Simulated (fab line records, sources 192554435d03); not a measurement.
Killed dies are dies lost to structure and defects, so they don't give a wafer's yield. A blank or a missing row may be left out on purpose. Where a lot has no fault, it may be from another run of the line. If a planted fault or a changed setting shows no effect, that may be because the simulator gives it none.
Chamber matching | flow n5 finfet | N5_BEOL_M7_ETCH_72 on rie diel-05 has 4 sister chambers
The step etches underlayer in N2/H2, target depth 6.5 nm, time 5.2 s. 14 wafers are shown with their chamber, then 7 later ones without.

== WAFERS PAIRED WITH THEIR CHAMBERS ==
wafer  | chamber | showerhead plenum p Torr (Torr) | drypump motor current A (A) | throttle valve pct (%)
L077.2 | 1       | 2.62                            | 6.4                         | 17.90
L077.5 | 2       | 2.65                            | 5.3                         | 17.81
L077.6 | 3       | 2.43                            | 6.1                         | 17.60
L078.1 | 1       | 2.62                            | 6.3                         | 17.90
L078.2 | 0       | 2.56                            | 6.1                         | 17.97
L078.4 | 2       | 2.65                            | 5.3                         | 17.83
L082.1 | 1       | 2.62                            | 6.4                         | 17.92
L082.3 | 2       | 2.64                            | 5.3                         | 17.82
L082.6 | 0       | 2.56                            | 6.1                         | 17.98
L084.2 | 3       | 2.43                            | 6.1                         | 17.60
L084.5 | 3       | 2.43                            | 6.1                         | 17.61
L084.6 | 2       | 2.64                            | 5.3                         | 17.84
L087.1 | 2       | 2.64                            | 5.3                         | 17.82
L087.3 | 0       | 2.55                            | 6.1                         | 17.97

SIGNATURES, as means of the wafers listed above
reading                  | chamber 0 | chamber 1 | chamber 2 | chamber 3 | scatter within a chamber
showerhead plenum p Torr | 2.5567    | 2.6200    | 2.6440    | 2.4300    | 0.00432
drypump motor current A  | 6.100     | 6.367     | 5.300     | 6.100     | 0.0258
throttle valve pct       | 17.9733   | 17.9067   | 17.8240   | 17.6033   | 0.00959
Rule: a wafer lies at a distance from a chamber equal to the root of the sum of squares, over the readings, of (its reading less the chamber's mean, divided by the reading's scatter). The wafer belongs to the nearest chamber; if the next one is less than 2 further off, it can't be placed. The scatter: take each reading less its chamber's mean, square it, sum over the shown wafers, divide by the number of wafers less the number of chambers, and take the root.

== WAFERS WITHOUT THEIR CHAMBER ==
wafer  | showerhead plenum p Torr (Torr) | drypump motor current A (A) | throttle valve pct (%)
L087.5 | 2.55                            | 6.1                         | 18.00
L088.1 | 2.55                            | 6.1                         | 17.99
L088.2 | 2.43                            | 6.1                         | 17.65
L088.4 | 2.64                            | 5.3                         | 17.87
L097.1 | 2.61                            | 6.3                         | 17.42
L097.3 | 2.54                            | 6.1                         | 18.02
L097.5 | 2.42                            | 6.1                         | 17.65

== THE CHAMBER EACH PASSED THROUGH ==
wafer  | from the rows above | in truth
L087.5 | 0                   | 0
L088.1 | 0                   | 0
L088.2 | 3                   | 3
L088.4 | 2                   | 2
L097.1 | 3                   | 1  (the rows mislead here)
L097.3 | 0                   | 0
L097.5 | 3                   | 3
Correct placement for 6 of the 7. Not placeable from these rows: 0. Number placed wrongly: 1.
